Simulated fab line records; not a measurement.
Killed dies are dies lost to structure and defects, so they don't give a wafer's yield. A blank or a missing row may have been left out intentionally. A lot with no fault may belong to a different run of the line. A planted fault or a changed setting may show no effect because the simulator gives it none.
Lot-split experiment + flow n5_finfet + 7 lots, 21 wafers read, on a route of 1938 steps

THE SPLIT ITSELF
At N5_BEOL_M5_COAT_74 (time 60 s, resist thk 5 nm), the setting spin_rpm was moved away from the recipe's 1500 rpm on 6 of the 21 wafers read, by -10.6% to +9.1%. For the rest of the wafers, this setting stayed at what the recipe calls for.

FROM THE SPLIT TO THE READING: what the file shows between them, 7 steps
- N5_BEOL_M5_COAT_22: resist thk 30 nm (also split here: spin_rpm)
- N5_BEOL_M5_EBR_24
- N5_BEOL_M5_SOFTBAKE_23: time 60 s
- N5_BEOL_M5_EXPOSE_25: exposes mask V4, defocus 10 nm
- N5_BEOL_M5_PEB_26: peb time 60 s
- N5_BEOL_M5_DEVELOP_27: develop time 30 s
- N5_BEOL_M5_DESCUM_33: chemistry O2, time 7 s

THE READING
etch.depth_nm (the simulator's own value, which no gauge read), in nm, at N5_BEOL_M5_ETCH_75 (etches underlayer in N2/H2, target depth 6.5 nm, time 5.2 s). The file gives no usual value for it. Here, 15 wafers ran the recipe; their average is 5.011 nm with a standard deviation of 0.019 nm.

| wafer  | tool, chamber at the split | spin_rpm as run, rpm | against the recipe | etch.depth_nm, nm | against lot-mates on the recipe |
|--------|----------------------------|----------------------|--------------------|-------------------|---------------------------------|
| L074.3 | litho_track-03, 0          | 1559                 | +3.9%              | 4.927             | -0.104                          |
| L074.4 | litho_track-03, 0          | 1500                 | recipe             | 5.017             | -                               |
| L074.6 | litho_track-03, 0          | 1500                 | recipe             | 5.044             | -                               |
| L075.1 | litho_track-05, 0          | 1500                 | recipe             | 5.012             | -                               |
| L075.3 | litho_track-05, 0          | 1500                 | recipe             | 5.011             | -                               |
| L075.4 | litho_track-05, 0          | 1500                 | recipe             | 5.007             | -                               |
| L079.1 | litho_track-03, 0          | 1350                 | -10.0%             | 5.265             | +0.256                          |
| L079.3 | litho_track-03, 0          | 1500                 | recipe             | 5.002             | -                               |
| L079.6 | litho_track-03, 0          | 1500                 | recipe             | 5.016             | -                               |
| L083.2 | litho_track-03, 0          | 1500                 | recipe             | 4.997             | -                               |
| L083.4 | litho_track-03, 0          | 1440                 | -4.0%              | 5.1               | +0.105                          |
| L083.6 | litho_track-03, 0          | 1500                 | recipe             | 4.993             | -                               |
| L087.1 | litho_track-04, 0          | 1585                 | +5.7%              | 4.905             | -0.135                          |
| L087.4 | litho_track-04, 0          | 1500                 | recipe             | 5.04              | -                               |
| L087.6 | litho_track-04, 0          | 1500                 | recipe             | 5.041             | -                               |
| L090.3 | litho_track-04, 0          | 1500                 | recipe             | 5.018             | -                               |
| L090.4 | litho_track-04, 0          | 1500                 | recipe             | 4.997             | -                               |
| L090.5 | litho_track-04, 0          | 1636                 | +9.1%              | 4.797             | -0.211                          |
| L091.2 | litho_track-05, 0          | 1500                 | recipe             | 4.977             | -                               |
| L091.5 | litho_track-05, 0          | 1341                 | -10.6%             | 5.267             | +0.285                          |
| L091.6 | litho_track-05, 0          | 1500                 | recipe             | 4.988             | -                               |

FIT RESULTS
A straight line over all 21 wafers: etch.depth_nm changes by -0.0236 nm for each +1% of spin_rpm; r = -0.98; the points scatter about the line by 0.019 nm.
The same after taking each lot's own level away (the mean of its wafers on the recipe; 21 wafers): -0.0253 nm for each +1%; r = -1.00; scatter 0.0086 nm.
On that fit, the largest move of spin_rpm shifts the reading by 0.27 nm.
Measured against the standard deviation above, the lots' own levels, which go from 4.9825 to 5.0405 nm, span 3.0 times it.
So the lot-to-lot level changes the slope little: the two slopes agree.
Check: for one of the wafers moved furthest among these (-10.6%), held out of the fit, the line's prediction against its lot-mates is +0.263 nm. It came out at +0.285 nm against them.

FURTHER SPLITS ON THESE WAFERS
Other splits were also applied to these wafers ahead of the reading. Each is held against what the fit with the lots' levels taken away leaves over:
| other split on the same wafers    | wafers away from the commonest value | r with etch.depth_nm (lot level and that fit taken away) |
|-----------------------------------|--------------------------------------|----------------------------------------------------------|
| N5_BEOL_M3_DESCUM_33 time_s       | 8                                    | -0.10                                                    |
| N5_BEOL_M4_HM_DEP_02 target_thk_a | 5                                    | +0.14                                                    |
| N5_BEOL_M4_EXPOSE_08 dose_mj      | 9                                    | +0.33                                                    |
| N5_BEOL_M4_DESCUM_33 time_s       | 4                                    | +0.21                                                    |
| N5_BEOL_M4_ETCH_70 time_s         | 11                                   | -0.39                                                    |
| N5_BEOL_M5_COAT_22 spin_rpm       | 3                                    | -0.62                                                    |

THE WHOLE CHAIN: every reading that the file lists as answering this split, in the file's order
| step               | what it does                                                | reading                                                        | change (the file's fit)                | r (the file's) |
|--------------------|-------------------------------------------------------------|----------------------------------------------------------------|----------------------------------------|----------------|
| N5_BEOL_M5_ETCH_75 | etches underlayer in N2/H2, target depth 6.5 nm, time 5.2 s | etch_rf_on_time_s                                              | withheld for each +1% of the setting   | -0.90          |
| N5_BEOL_M5_ETCH_75 | etches underlayer in N2/H2, target depth 6.5 nm, time 5.2 s | etch.depth_nm (the simulator's own value, which no gauge read) | -0.0253 nm for each +1% of the setting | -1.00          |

THE FILE'S OWN FIT
etch.depth_nm changes by -0.0253 nm for each +1% of spin_rpm, r = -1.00.
